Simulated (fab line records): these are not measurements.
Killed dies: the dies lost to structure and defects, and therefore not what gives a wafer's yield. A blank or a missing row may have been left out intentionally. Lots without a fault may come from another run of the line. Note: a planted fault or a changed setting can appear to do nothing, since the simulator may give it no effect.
fab line records	flow nand_harc
record: lots: 7	wafers: 21	last_day: 33
route steps=1302 shown A_SLIT@940 A_SIN_REMOVE@947 A_WL_FILL@952 END@1301
lots with no fault: from the same line, run without faults
start_h: start of the lot's first displayed wafer, in hours after the record's first day	wait_h: hours since the lot's step before	" the same as in the row above	L1.1+2: a single row standing in for several wafers	- no value, or no start was given	* or withheld: withheld	< > ~ a bound
route shown NAME@n: a module of which the file shows steps, and the number in the route of the first	usual: average and standard deviation across the fault-free wafers	same: alike in all rows	chamber/n: place in a boat	sites: the reading at each site	_std_site: the values' standard deviation	_edge_site: outer sites' mean less inner sites'	radius_mm: for every site, how far away it sits from the centre of the wafer	mask NAME#n: copy n	behind: the last tool/chamber to shape the wafer	hold: what put the lot on hold/how long, in hours/how the hold closed	device: the n, p or np transistor that did not switch	end of line: tests run on the same wafers once the route is complete	step lacking rows: just its recipe	killed: not the wafer's yield, but the dies lost to structure and defects at the first sort	map: dies across one wafer; x = killed, . = not, _ = none there
set.NAME: the run value of the setting; set.NAME@STEP: its run value at that earlier step	model.NAME: the simulator's own value behind a step, which no gauge read
lots seen at some steps along the route; tables by step, rows by wafer
services: when a tool's chamber went out of use (start_h, in hours from the record's first day, below 0 if earlier), for how many hours, and the reason
== steps ==
step: NHARC_A_SLIT_ETCH_26
recipe: bias_v: 400	source_w: 2000	pressure_mtorr: 25	time_s: 90	ar_flow_sccm: 375	c4f8_flow_sccm: 41.7	o2_flow_sccm: 83.3	target_depth_a: 4000	chemistry: C4F8/O2/Ar
step: NHARC_A_SLIT_STRIP_28
recipe: o2_flow_sccm: 400	cos_flow_sccm: 20	ar_flow_sccm: 0	bias_w: 0	chemistry: O2/COS
step: NHARC_A_SLIT_ETCH_29
recipe: target_depth_a: 1000	overetch_a: 100	time_s: 55	ion_energy_ev: 100	cf4_flow_sccm: 80	o2_flow_sccm: 20	ar_flow_sccm: 0	rf_w: 300	bias_w: 100	chemistry: CF4/O2
step: NHARC_A_SLIT_STRIP_18
recipe: o2_flow_sccm: 500	ar_flow_sccm: 0	bias_w: 0	chemistry: O2
usual: drypump_motor_current_A: 5.60/0.29	oes_product_au: 1.001/0.0081	rf_vpp_V: 57.8/0.92	showerhead_plenum_p_Torr: 3.56/0.13	throttle_valve_pct: 17.037/0.0088
lot.wafer	tool	chamber	start_h	wait_h	drypump_motor_current_A	oes_product_au	rf_hours_counter_h	rf_vpp_V	showerhead_plenum_p_Torr	throttle_valve_pct
L165.3	rie_diel-02	3	-	-	5.15	0.992	6.6	58.1	3.68	17.035
L165.1	"	1	"	"	5.62	0.979	7.5	57.1	3.63	17.027
L165.6	"	3	"	"	5.13	0.987	-	57.3	3.68	17.047
L166.3	rie_diel-10	2	-	-	5.34	0.998	4.0	56.1	3.52	17.025
L166.1	"	0	"	"	6.01	1.005	4.3	57.5	3.59	17.031
L166.6	"	1	"	"	5.88	1.003	-	58.5	3.41	17.029
L177.3	rie_diel-10	1	-	-	5.89	0.988	4.4	57.2	3.40	17.058
L177.2	"	2	"	"	5.36	0.978	3.0	58.5	3.52	17.040
L177.5	"	3	"	"	5.58	0.992	-	58.6	3.33	17.043
L180.3	rie_diel-10	1	-	-	5.90	0.991	4.5	58.4	3.40	17.023
L180.2	"	2	"	"	5.37	0.992	3.1	58.0	3.52	17.036
L180.6	"	3	"	"	5.58	0.988	-	58.6	3.33	17.051
L183.1	rie_diel-12	1	-	-	6.05	0.998	2.1	56.9	3.57	17.049
L183.3	"	3	"	"	5.33	1.008	1.9	60.0	3.72	17.047
L183.4	"	1	"	"	6.04	1.003	-	57.2	3.57	17.026
L181.3	rie_diel-10	2	-	-	5.34	0.991	4.2	56.6	3.52	17.038
L181.6	"	3	"	"	5.59	1.001	-	58.6	3.33	17.038
L181.5	"	0	"	"	6.02	1.010	-	57.6	3.59	17.031
L182.1	rie_diel-10	1	-	-	5.90	0.988	6.0	56.8	3.40	17.024
L182.3	"	3	"	"	5.57	0.998	5.4	59.0	3.33	17.049
L182.5	"	0	"	"	6.01	1.006	-	56.9	3.59	17.019
step: NHARC_A_SLIT_PRECLEAN_19
recipe: time_s: *	temp_c: 50	bath_age_min: 0	chemistry: SC1
step: NHARC_A_SLIT_SRD_20
step: NHARC_A_SLIT_CD_MEAS_21
usual: cd_nm: 289.6/0.95
lot.wafer	tool	chamber	start_h	wait_h	cd_nm
L165.1	cd_sem-03	-	505.74	-	288.6
L165.3	"	-	"	"	289.5
L165.6	"	-	"	"	289.7
L166.1	cd_sem-01	-	507.20	-	289.8
L166.3	"	-	"	"	290.0
L166.6	"	-	"	"	289.5
L177.2	cd_sem-03	-	648.07	-	289.1
L177.3	"	-	"	"	289.4
L177.5	"	-	"	"	290.1
L180.2	cd_sem-01	-	656.14	-	289.4
L180.3	"	-	"	"	289.3
L180.6	"	-	"	"	288.4
L183.1	cd_sem-01	-	672.49	-	289.3
L183.3	"	-	"	"	289.5
L183.4	"	-	"	"	289.4
L181.3	cd_sem-03	-	672.54	-	290.5
L181.5	"	-	"	"	290.7
L181.6	"	-	"	"	291.4
L182.1	cd_sem-02	-	686.93	-	290.6
L182.3	"	-	"	"	290.0
L182.5	"	-	"	"	290.3
step: NHARC_A_SIN_REMOVE_WET_00
recipe: temp_c: 160	time_s: 15300	chemistry: H3PO4
step: NHARC_A_SIN_REMOVE_PRECLEAN_01
recipe: time_s: *	temp_c: 50	bath_age_min: 0	chemistry: SC1
step: NHARC_A_SIN_REMOVE_SRD_02
step: NHARC_A_SIN_REMOVE_INSPECT_04
usual: raw_defect_count: 374/71
lot.wafer	tool	chamber	start_h	wait_h	raw_defect_count
L165.1	defect_inspect-02	-	512.34	0.0	310
L165.3	"	-	"	"	359
L165.6	"	-	"	"	353
L166.1	defect_inspect-01	-	512.36	0.0	404
L166.3	"	-	"	"	386
L166.6	"	-	"	"	383
L177.2	defect_inspect-01	-	654.72	0.0	425
L177.3	"	-	"	"	424
L177.5	"	-	"	"	327
L180.2	defect_inspect-02	-	662.76	0.0	377
L180.3	"	-	"	"	387
L180.6	"	-	"	"	473
L183.1	defect_inspect-02	-	679.11	0.0	390
L183.3	"	-	"	"	395
L183.4	"	-	"	"	465
L181.3	defect_inspect-01	-	679.11	0.0	316
L181.5	"	-	"	"	216
L181.6	"	-	"	"	367
L182.1	defect_inspect-01	-	693.59	0.0	476
L182.3	"	-	"	"	498
L182.5	"	-	"	"	448
step: NHARC_A_WL_FILL_ALD_00
recipe: target_thk_a: 30	pulse_time_s: 3	ald_cycles: 30	temp_c: 300	material: Al2O3
usual: ald_cycles: 30/0	heater_power_outer_w: 260/24	heater_power_w: 476/41	precursor_pulse_height_rel: 0.997/0.02	susceptor_temp_C: 300.01/0.19
lot.wafer	tool	chamber	start_h	wait_h	ald_cycles	heater_power_outer_w	heater_power_w	precursor_pulse_height_rel	susceptor_temp_C
L165.3	ald_hk-02	0	512.41	0.1	30	277	563	0.993	300.20
L165.1	"	2	"	"	30	277	470	0.981	300.19
L165.6	"	0	"	"	30	272	555	0.989	300.20
L166.1	ald_hk-01	2	512.43	0.1	30	288	519	0.980	299.79
L166.3	"	1	"	"	30	248	418	0.995	299.87
L166.6	"	3	"	"	30	289	513	0.979	300.27
L177.2	ald_hk-02	2	654.78	0.1	-	-	-	-	-
L177.3	"	0	"	"	-	-	-	-	-
L177.5	"	3	"	"	-	-	-	-	-
L180.3	ald_hk-02	3	662.82	0.1	-	-	-	-	-
L180.2	"	2	"	"	-	-	-	-	-
L180.6	"	3	"	"	-	-	-	-	-
L183.3	ald_hk-03	2	679.20	0.1	30	267	476	0.964	300.01
L183.1	"	3	"	"	30	245	453	0.982	300.01
L183.4	"	0	"	"	30	278	511	0.982	300.10
L181.3	ald_hk-03	0	679.33	0.2	-	-	-	-	-
L181.6	"	0	"	"	-	-	-	-	-
L181.5	"	1	"	"	-	-	-	-	-
L182.1	ald_hk-03	2	693.65	0.1	30	265	464	1.013	299.87
L182.3	"	0	"	"	30	278	525	1.027	300.41
L182.5	"	2	"	"	30	266	472	0.963	299.76
step: NHARC_A_WL_FILL_RTA_01
recipe: temp_c: 1000	time_s: 5
step: NHARC_A_WL_FILL_ALD_02
recipe: target_thk_a: 20	pulse_time_s: 3	ald_cycles: 100	temp_c: 450	material: TiN
usual: heater_power_outer_w: 705/66	heater_power_w: 1086/78	precursor_pulse_height_rel: 1.001/0.017	susceptor_temp_C: 450.00/0.23
same: ald_cycles: 100
lot.wafer	tool	chamber	start_h	wait_h	heater_power_outer_w	heater_power_w	precursor_pulse_height_rel	susceptor_temp_C
L166.3	ald_metal-01	1	512.91	0.1	574	945	1.018	450.13
L166.1	"	3	"	"	756	1162	1.029	449.96
L166.6	"	1	"	"	581	934	0.994	450.16
L165.1	ald_metal-03	3	512.92	0.2	657	1107	0.965	449.96
L165.3	"	0	"	"	671	1123	0.997	450.34
L165.6	"	2	"	"	833	1274	0.995	450.29
L177.2	ald_metal-03	3	655.42	0.2	650	1103	1.012	450.04
L177.3	"	0	"	"	654	1098	1.027	450.42
L177.5	"	3	"	"	676	1091	1.015	450.14
L180.3	ald_metal-01	1	663.33	0.2	616	974	1.009	450.21
L180.2	"	3	"	"	762	1096	0.994	450.00
L180.6	"	1	"	"	598	985	0.993	450.15
L183.1	ald_metal-02	3	679.65	0.2	704	1123	1.004	450.21
L183.4	"	1	"	"	708	980	0.993	449.90
L183.3	"	2	"	"	670	1082	0.985	450.17
L181.3	ald_metal-01	3	679.92	0.2	742	1153	1.030	450.03
L181.6	"	0	"	"	789	1133	0.968	449.73
L181.5	"	1	"	"	588	992	1.027	449.83
L182.1	ald_metal-01	0	694.12	0.2	779	1104	1.006	449.99
L182.3	"	2	"	"	684	1063	1.018	450.07
L182.5	"	0	"	"	791	1103	0.990	449.92
step: NHARC_A_WL_FILL_CVD_03
recipe: target_thk_a: 400	temp_c: 300	pressure_torr: 40	wf6_flow_sccm: 40	h2_flow_sccm: 1600	ar_flow_sccm: 1560	time_s: 279	material: W
step: NHARC_A_WL_FILL_ETCHBACK_04
recipe: target_depth_a: 600	time_s: 120	chemistry: NF3
usual: drypump_motor_current_A: 5.69/0.29	he_backside_leak_sccm: 3.39/0.28	oes_product_au: 1.000/0.0076
lot.wafer	tool	chamber	start_h	wait_h	drypump_motor_current_A	he_backside_leak_sccm	oes_product_au	rf_hours_counter_h
L165.1	rie_metal-01	1	513.69	0.3	6.52	3.58	1.009	2.0
L165.3	"	1	"	"	6.51	3.61	1.015	-
L165.6	"	1	"	"	6.51	3.60	1.012	-
L166.1	rie_metal-03	0	513.76	0.4	5.60	3.14	0.990	3.2
L166.3	"	1	"	"	5.59	3.29	1.000	-
L166.6	"	1	"	"	5.64	3.24	0.996	-
L177.2	rie_metal-03	0	656.24	0.3	5.61	3.51	0.998	2.7
L177.3	"	0	"	"	5.59	3.17	0.993	-
L177.5	"	0	"	"	5.60	3.27	0.995	-
L180.2	rie_metal-02	1	664.46	0.5	5.71	3.60	1.001	0.5
L180.3	"	1	"	"	5.71	3.56	0.993	-
L180.6	"	1	"	"	5.71	3.55	0.999	-
L183.1	rie_metal-02	1	680.49	0.4	5.72	3.62	0.999	0.8
L183.4	"	0	"	"	5.55	3.20	1.002	-
L183.3	"	1	"	"	5.71	3.60	0.996	-
L181.3	rie_metal-01	0	680.68	0.3	5.45	3.60	1.003	-
L181.5	"	0	"	"	5.46	3.52	0.996	-
L181.6	"	1	"	"	6.52	3.74	1.010	-
L182.1	rie_metal-03	1	695.04	0.4	5.61	3.18	0.999	3.3
L182.3	"	1	"	"	5.58	3.25	0.994	-
L182.5	"	1	"	"	5.65	3.23	1.010	-
step: NHARC_A_WL_FILL_ETCHBACK_05
recipe: target_depth_a: 220	time_s: 60	temp_c: 40	chemistry: Cl2/BCl3
step: NHARC_A_WL_FILL_STRIP_27
recipe: power_w: 1500	temp_c: 250	time_s: 20	chemistry: N2/H2
step: NHARC_A_WL_FILL_STRIP_28
recipe: time_s: 1200	temp_c: 72.5	chemistry: post_etch_residue_remover
step: NHARC_A_WL_FILL_PRECLEAN_06
recipe: time_s: 300	chemistry: DIW
step: NHARC_A_WL_FILL_SRD_07
step: NHARC_A_WL_FILL_ANNEAL_08
recipe: temp_c: 450	time_s: 1800
step: NHARC_A_WL_FILL_ALD_10
recipe: target_thk_a: 500	pulse_time_s: 10	ald_cycles: 500	temp_c: 300	material: SiO2
step: NHARC_A_WL_FILL_ETCHBACK_16
recipe: target_depth_a: 1200	time_s: 24	c4f8_flow_sccm: withheld	o2_flow_sccm: 8	ar_flow_sccm: withheld	rf_w: 600	bias_w: 800	chemistry: C4F8/O2/Ar
step: NHARC_A_WL_FILL_STRIP_29
recipe: time_s: 20	o2_flow_sccm: 500	ar_flow_sccm: 0	bias_w: 0	chemistry: O2
step: NHARC_A_WL_FILL_ETCHBACK_17
recipe: target_depth_a: 40	time_s: 26.7	chemistry: Cl2/BCl3
step: NHARC_A_WL_FILL_PRECLEAN_18
recipe: time_s: 30	chemistry: dHF
step: NHARC_A_WL_FILL_SRD_21
step: NHARC_A_WL_FILL_CVD_23
recipe: target_thk_a: 400	temp_c: 620	pressure_mtorr: 200	time_s: 800	material: poly-Si
step: NHARC_A_WL_FILL_ETCHBACK_26
recipe: target_depth_a: 520	time_s: 13.3	hbr_flow_sccm: 150	rf_w: 350	icp_w: 350	bias_w: 60	chemistry: HBr
step: NHARC_A_WL_FILL_PRECLEAN_30
recipe: time_s: 10	chemistry: dHF
step: NHARC_A_WL_FILL_SRD_14
step: NHARC_A_WL_FILL_ALD_19
recipe: target_thk_a: 20	pulse_time_s: 3	ald_cycles: 100	temp_c: 450	material: TiN
usual: heater_power_outer_w: 701/55	heater_power_w: 1094/79	precursor_pulse_height_rel: 1.001/0.021	susceptor_temp_C: 450.00/0.25
same: ald_cycles: 100
lot.wafer	tool	chamber	start_h	wait_h	heater_power_outer_w	heater_power_w	precursor_pulse_height_rel	susceptor_temp_C
L165.1	ald_metal-02	3	530.43	0.1	709	1170	0.993	450.54
L165.3	"	0	"	"	737	1108	0.994	450.08
L165.6	"	2	"	"	676	1112	0.940	450.48
L166.3	ald_metal-02	1	533.43	0.1	680	944	0.991	449.47
L166.1	"	0	"	"	729	1125	1.013	450.12
L166.6	"	1	"	"	682	935	0.979	450.11
L177.2	ald_metal-02	3	674.63	0.1	695	1128	1.006	450.22
L177.3	"	0	"	"	729	1165	1.042	449.89
L177.5	"	3	"	"	698	1128	0.977	449.98
L180.2	ald_metal-03	1	687.11	0.1	650	1050	0.996	449.82
L180.3	"	2	"	"	772	1214	1.011	449.74
L180.6	"	2	"	"	773	1206	0.997	449.50
L183.1	ald_metal-02	0	696.45	0.1	745	1162	0.983	450.26
L183.3	"	1	"	"	694	994	1.006	449.84
L183.4	"	3	"	"	698	1152	0.993	450.01
L181.3	ald_metal-03	0	696.46	0.1	666	1109	0.971	449.67
L181.5	"	0	"	"	673	1104	1.017	449.63
L181.6	"	1	"	"	670	1054	1.008	450.10
L182.1	ald_metal-02	2	711.01	0.1	689	1084	1.015	450.21
L182.3	"	3	"	"	720	1177	0.988	449.77
L182.5	"	2	"	"	674	1077	1.053	450.45
step: NHARC_A_WL_FILL_CVD_20
recipe: target_thk_a: 1000	temp_c: 400	pressure_torr: 40	wf6_flow_sccm: 40	h2_flow_sccm: 1600	ar_flow_sccm: 1560	time_s: 74	material: W
step: NHARC_A_WL_FILL_CMP_12
recipe: t_overpolish_s: 30	target_thk_nm: 100
usual: motor_current_A: 11.7/1.1	overpolish_run_s: 30.000/0.0089	time_to_endpoint_s: 19.1/2
lot.wafer	tool	chamber	start_h	wait_h	motor_current_A	overpolish_run_s	time_to_endpoint_s
L165.1	cmp-01	2	530.84	0.2	11.4	29.997	21.3
L165.3	"	3	"	"	12.0	30.012	16.9
L165.6	"	1	"	"	12.0	30.006	18.2
L166.3	cmp-04	2	533.81	0.1	13.7	29.988	20.5
L166.1	"	1	"	"	10.3	29.986	19.9
L166.6	"	2	"	"	13.2	30.008	17.8
L177.3	cmp-01	1	675.01	0.1	12.0	29.994	19.8
L177.2	"	2	"	"	11.7	30.004	20.0
L177.5	"	1	"	"	11.5	29.985	17.3
L180.3	cmp-04	2	687.49	0.1	13.2	29.992	19.3
L180.2	"	0	"	"	9.6	30.002	17.7
L180.6	"	2	"	"	14.1	29.989	17.7
L183.4	cmp-01	0	696.86	0.1	11.7	30.001	19.0
L183.3	"	1	"	"	11.6	30.003	20.3
L183.1	"	2	"	"	11.3	30.010	22.3
L181.3	cmp-04	3	696.91	0.1	12.5	30.000	19.6
L181.5	"	2	"	"	14.0	30.001	17.7
L181.6	"	3	"	"	11.9	30.010	20.6
L182.3	cmp-04	2	711.37	0.1	13.8	30.008	19.0
L182.1	"	0	"	"	10.1	29.990	17.9
L182.5	"	2	"	"	13.4	29.999	18.7
step: NHARC_A_WL_FILL_SRD_31
step: NHARC_END_WLT_00
usual: VT_DECK1_BOTTOM: 0.870/0.0062	VT_DECK1_BOTTOM_INNER: 0.870/0.0064	VT_DECK1_MEDIAN_NEAR_BOTTOM: 0.871/0.0067	VT_DECK1_MEDIAN_NEAR_BOTTOM_INNER: 0.871/0.0067	VT_DECK1_MIDDLE: 0.883/0.0059	VT_DECK1_MIDDLE_INNER: 0.883/0.0069	VT_DECK1_TOP: 0.893/0.0067	VT_DECK1_TOP_INNER: 0.893/0.0064	VT_DECK2_BOTTOM: 0.870/0.0062	VT_DECK2_BOTTOM_INNER: 0.870/0.0066	VT_DECK2_MEDIAN_NEAR_BOTTOM: 0.871/0.0057	VT_DECK2_MEDIAN_NEAR_BOTTOM_INNER: 0.871/0.0067	VT_DECK2_MIDDLE: 0.884/0.0067	VT_DECK2_MIDDLE_INNER: 0.883/0.0063	VT_DECK2_TOP: 0.895/0.0069	VT_DECK2_TOP_INNER: 0.894/0.0063
lot.wafer	tool	chamber	start_h	wait_h	hold	VT_DECK1_BOTTOM	VT_DECK1_BOTTOM_INNER	VT_DECK1_MEDIAN_NEAR_BOTTOM	VT_DECK1_MEDIAN_NEAR_BOTTOM_INNER	VT_DECK1_MIDDLE	VT_DECK1_MIDDLE_INNER	VT_DECK1_TOP	VT_DECK1_TOP_INNER	VT_DECK2_BOTTOM	VT_DECK2_BOTTOM_INNER	VT_DECK2_MEDIAN_NEAR_BOTTOM	VT_DECK2_MEDIAN_NEAR_BOTTOM_INNER	VT_DECK2_MIDDLE	VT_DECK2_MIDDLE_INNER	VT_DECK2_TOP	VT_DECK2_TOP_INNER
L165.1	prober-01	-	605.97	0.0	-	0.874	0.872	0.882	0.873	0.883	0.889	0.898	0.898	0.864	0.861	0.865	0.868	0.876	0.878	0.895	0.886
L165.3	"	-	606.98	1.0	-	0.876	0.878	0.875	0.874	0.893	0.892	0.892	0.896	0.863	0.872	0.870	0.869	0.881	0.873	0.886	0.884
L165.6	"	-	608.48	2.5	-	0.877	0.877	0.883	0.878	0.895	0.891	0.898	0.893	0.871	0.865	0.873	0.863	0.875	0.884	0.887	0.882
L166.1	prober-02	-	613.70	0.1	-	0.875	0.884	0.879	0.877	0.895	0.884	0.903	0.907	0.867	0.872	0.868	0.873	0.888	0.886	0.903	0.890
L166.3	"	-	"	"	-	0.867	0.870	0.880	0.882	0.887	0.888	0.901	0.905	0.871	0.879	0.876	0.875	0.889	0.885	0.898	0.892
L166.6	"	-	616.18	2.5	-	0.878	0.871	0.869	0.878	0.885	0.892	0.898	0.905	0.877	0.871	0.869	0.872	0.883	0.890	0.899	0.896
L177.2	prober-02	-	751.49	0.6	await_dispo/0.2h/release	5.931	6.062	6.015	6.019	6.003	6.008	5.995	5.980	6.072	5.998	5.989	6.001	6.014	5.946	5.998	5.973
L177.3	"	-	"	"	await_dispo/0.2h/release	5.974	5.975	5.979	5.964	6.001	6.009	5.939	6.049	5.955	5.979	6.003	5.919	6.042	5.982	5.990	6.005
L177.5	"	-	753.03	2.1	await_dispo/0.2h/release	6.044	6.000	5.968	5.977	6.055	6.047	6.034	5.985	6.005	6.004	5.999	5.959	6.011	6.010	6.013	6.038
L177.2	prober-02	-	759.38	7.4	-	6.031	6.029	6.036	5.988	6.047	5.984	6.000	5.972	6.054	5.984	5.966	5.993	5.978	6.088	5.992	5.946
L177.3	"	-	"	"	-	5.995	5.954	6.060	5.987	6.030	5.984	5.996	5.991	6.018	5.916	6.002	6.055	6.039	5.988	6.014	6.029
L177.5	"	-	760.91	7.4	-	5.960	6.027	5.959	5.981	6.031	6.011	5.951	5.977	6.047	6.042	5.981	5.956	6.035	6.009	6.031	5.990
L180.2	prober-01	-	768.20	0.5	await_dispo/0.2h/release	5.991	5.976	6.033	6.038	5.966	5.990	5.984	6.010	6.040	6.016	5.984	5.963	5.999	6.049	5.988	6.007
L180.3	"	-	"	"	await_dispo/0.2h/release	5.951	5.999	5.975	5.981	6.004	5.980	6.013	5.983	5.987	5.940	6.012	5.984	6.034	6.013	6.027	6.023
L180.6	"	-	770.20	2.6	await_dispo/0.2h/release	6.012	5.967	6.008	5.956	5.978	6.056	6.005	5.976	5.977	5.965	5.975	6.012	5.990	6.002	5.970	5.970
L180.2	prober-01	-	776.00	7.3	-	5.969	6.026	5.988	6.019	5.983	5.983	5.996	5.992	5.992	5.981	6.006	5.954	5.972	6.090	6.019	6.033
L180.3	"	-	"	"	-	6.007	5.940	5.988	5.982	6.020	5.980	6.051	5.979	6.072	5.931	5.989	6.064	5.972	5.988	5.997	5.999
L180.6	"	-	778.01	7.3	-	5.981	6.015	6.008	5.976	6.051	6.001	5.940	5.958	6.038	5.984	5.978	6.015	5.978	6.022	5.979	6.009
L183.1	prober-02	-	772.86	5.2	-	0.871	0.876	0.881	0.870	0.895	0.891	0.902	0.899	0.865	0.876	0.869	0.872	0.886	0.884	0.894	0.891
L183.3	"	-	773.87	6.2	-	0.878	0.878	0.866	0.872	0.894	0.882	0.897	0.897	0.871	0.870	0.877	0.870	0.880	0.881	0.899	0.896
L183.4	"	-	"	"	-	0.870	0.876	0.878	0.878	0.891	0.885	0.903	0.901	0.863	0.864	0.871	0.868	0.880	0.885	0.894	0.894
L181.3	prober-01	-	776.49	8.8	await_dispo/0.2h/release	5.977	5.988	5.960	5.973	6.019	5.944	6.026	5.959	6.061	6.032	5.978	5.984	6.044	6.014	5.987	5.995
L181.5	"	-	"	"	await_dispo/0.2h/release	6.034	6.012	5.969	5.982	6.013	6.005	6.012	6.003	5.993	6.025	5.992	5.958	6.007	5.998	6.015	5.973
L181.6	"	-	"	"	await_dispo/0.2h/release	5.959	6.015	5.967	6.008	5.976	6.025	5.997	5.946	6.035	6.049	6.046	6.063	6.035	5.973	6.029	6.014
L181.3	prober-01	-	784.22	7.2	-	5.998	6.004	5.997	6.010	6.021	6.080	6.022	5.951	6.002	6.003	5.983	6.012	5.962	6.093	6.001	6.014
L181.5	"	-	"	"	-	5.998	6.046	6.014	5.936	5.979	6.032	6.032	6.032	6.058	5.970	5.993	5.978	6.012	6.017	6.054	6.008
L181.6	"	-	"	"	-	6.055	5.994	5.983	5.967	5.986	6.012	6.050	5.986	5.960	6.036	6.032	5.978	6.087	6.013	6.032	5.969
L182.1	prober-02	-	794.98	0.1	-	0.872	0.872	0.874	0.879	0.884	0.879	0.891	0.894	0.868	0.870	0.871	0.871	0.874	0.880	0.890	0.895
L182.3	"	-	795.98	1.1	-	0.864	0.856	0.867	0.868	0.884	0.885	0.892	0.885	0.869	0.866	0.869	0.875	0.875	0.883	0.890	0.895
L182.5	"	-	796.98	2.1	-	0.865	0.867	0.863	0.867	0.880	0.873	0.886	0.893	0.867	0.871	0.872	0.863	0.888	0.883	0.897	0.896
step: NHARC_END_SORT_01
recipe: temp_c: 25
usual: defect_limited_yield: 91.9/2.2	killed_at_array: 50/14	killed_at_other: 0.9/1	killed_at_periphery: 3.9/2.5	killed_dies: 55/15	killed_open: 3.5/1.9	killed_short: 2.5/1.7	sort_bin_2_pct: 3.0/1.1	sort_bin_3_pct: 0.6/0.33	sort_bin_4_pct: 4.6/1.1	sort_n_pass: 622/15	sort_rim_yield_pct: 90/3.8	sort_yield_pct: 91.9/2.2
same: gross_dies: 677	sort_bin_5_pct[%]: 0	sort_bin_6_pct[%]: 0	sort_bin_7_pct[%]: 0	sort_bin_8_pct[%]: 0	sort_rim_n_gross: 106.00
lot.wafer	tool	chamber	start_h	wait_h	defect_limited_yield[%]	killed_at_array	killed_at_other	killed_at_periphery	killed_dies	killed_open	killed_short	sort_bin_2_pct[%]	sort_bin_3_pct[%]	sort_bin_4_pct[%]	sort_n_pass	sort_rim_yield_pct[%]	sort_yield_pct[%]
L165.1	prober-01	0	608.98	2.5	91.9	52	1	2	55	4	4	2.7	0.6	4.9	622	85	91.9
L165.3	prober-01	0	610.59	3.1	93.1	45	0	2	47	4	3	3.0	0	4.0	630	87	93.1
L165.6	prober-01	0	613.01	4.0	90.1	64	0	3	67	2	5	3.1	0.6	6.2	610	96	90.1
L183.1	prober-02	0	775.88	2.5	86.9	81	0	8	89	7	2	5.3	0.9	6.9	588	89	86.9
L183.3	prober-02	0	777.50	3.1	88.0	76	1	4	81	3	1	4.9	0.7	6.4	596	86	88.0
L183.4	prober-02	0	778.30	3.4	90.8	57	0	5	62	4	2	3.8	0.7	4.6	615	92	90.8
killed by level:class
L165.1 A_CHANNEL_HOLE_D1:chamber_film_flake=18 A_CHANNEL_HOLE_D2:chamber_film_flake=11 A_STAIRCASE:chamber_film_flake=7 A_CONTACT:chamber_film_flake=6 A_SGD_CUT:geometric_particle:open=2 A_ONON_D1:geometric_particle:short=1 A_ONON_D1:geometric_particle:open=1 A_ONON_D2:geometric_particle:open=1
L165.3 A_CHANNEL_HOLE_D1:chamber_film_flake=20 A_CHANNEL_HOLE_D2:chamber_film_flake=9 A_STAIRCASE:chamber_film_flake=4 A_CONTACT:chamber_film_flake=3 A_ONON_D1:geometric_particle:short=2 A_CHANNEL_FILL_D1:chamber_film_flake=2 P_GATE:geometric_particle:open=1 A_ONON_D1:geometric_particle:open=1
L165.6 A_CHANNEL_HOLE_D1:chamber_film_flake=38 A_CHANNEL_HOLE_D2:chamber_film_flake=8 A_STAIRCASE:chamber_film_flake=8 A_CONTACT:chamber_film_flake=3 A_CHANNEL_FILL_D1:geometric_particle:short=2 A_CHANNEL_FILL_D1:chamber_film_flake=2 P_GATE:geometric_particle:short=1 P_CONTACT:geometric_particle:open=1
L183.1 A_CHANNEL_HOLE_D2:chamber_film_flake=27 A_SLIT:chamber_film_flake=26 A_CHANNEL_HOLE_D1:chamber_film_flake=11 P_BONDPAD:chamber_film_flake=5 A_WL_FILL:chamber_film_flake=4 A_SGD_CUT:geometric_particle:open=2 P_STI:chamber_film_flake=2 A_STAIRCASE:chamber_film_flake=2
L183.3 A_SLIT:chamber_film_flake=24 A_CHANNEL_HOLE_D2:chamber_film_flake=23 A_CHANNEL_HOLE_D1:chamber_film_flake=13 A_STAIRCASE:chamber_film_flake=6 P_BONDPAD:chamber_film_flake=3 A_CONTACT:chamber_film_flake=3 A_BLC:geometric_particle:open=2 A_CHANNEL_FILL_D1:geometric_particle:short=1
L183.4 A_SLIT:chamber_film_flake=20 A_CHANNEL_HOLE_D1:chamber_film_flake=17 A_CHANNEL_HOLE_D2:chamber_film_flake=12 A_DECK1_JOINT:geometric_particle:open=2 P_BONDPAD:chamber_film_flake=2 A_STAIRCASE:chamber_film_flake=2 P_CONTACT:geometric_particle:open=1 P_M0:geometric_particle:short=1
== services ==
tool	chamber	start_h	hours	kind
cmp-04	-	493.37	1.6	repair
cmp-04	-	504.20	4.0	pm
ald_metal-03	-	504.80	1.7	repair
ald_metal-01	-	526.00	10.0	pm
ald_metal-03	-	548.15	1.0	repair
ald_metal-02	0	555.16	17.7	repair
ald_metal-03	-	568.00	10.0	pm
cmp-04	-	572.98	3.3	repair
rie_diel-10	0	573.96	8.0	repair
ald_metal-01	1	581.79	15.0	repair
rie_diel-10	-	596.53	9.0	pm
ald_metal-03	3	596.61	4.6	repair
ald_metal-01	-	597.11	0.3	repair
cmp-04	-	602.20	4.0	pm
ald_metal-02	-	603.59	0.8	repair
ald_metal-02	-	610.00	10.0	pm
rie_diel-10	-	617.33	1.2	repair
rie_diel-10	2	627.72	3.8	repair
cmp-04	-	633.15	1.5	repair
cmp-04	-	656.95	2.4	repair
rie_diel-10	-	659.25	3.3	repair
ald_metal-03	2	661.79	5.4	repair
cmp-04	-	688.13	1.1	repair
ald_metal-01	3	689.29	9.7	repair
== key ==
first_sign: step: NHARC_A_WL_FILL_ALD_00	reading: tool_record	direction: missing
effect: step: NHARC_END_WLT_00	reading: VT_DECK2_MEDIAN_NEAR_BOTTOM	direction: up	sigmas: 99+	usual: 0.871	struck: 5.997
met_at NHARC_A_WL_FILL_ALD_00
struck_wafers L177.2,L177.3,L177.5,L180.2,L180.3,L180.6,L181.3,L181.5,L181.6
tester_left_out L177,L180,L181
onset_between 512.41 654.78
fault: kind: skipped_step_whole	tool: ald_hk-02,ald_hk-03	chamber: -	onset_h: 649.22	steps: NHARC_A_WL_FILL_ALD_00	scope: struck_lots_only
tester_left_out: of these lots the tester's yield and bins aren't shown, on N5 and GAA mostly nor the transistor test; their killed dies are dies lost to structure and defects alone, not to doping, threshold or leakage, so they don't give the yield
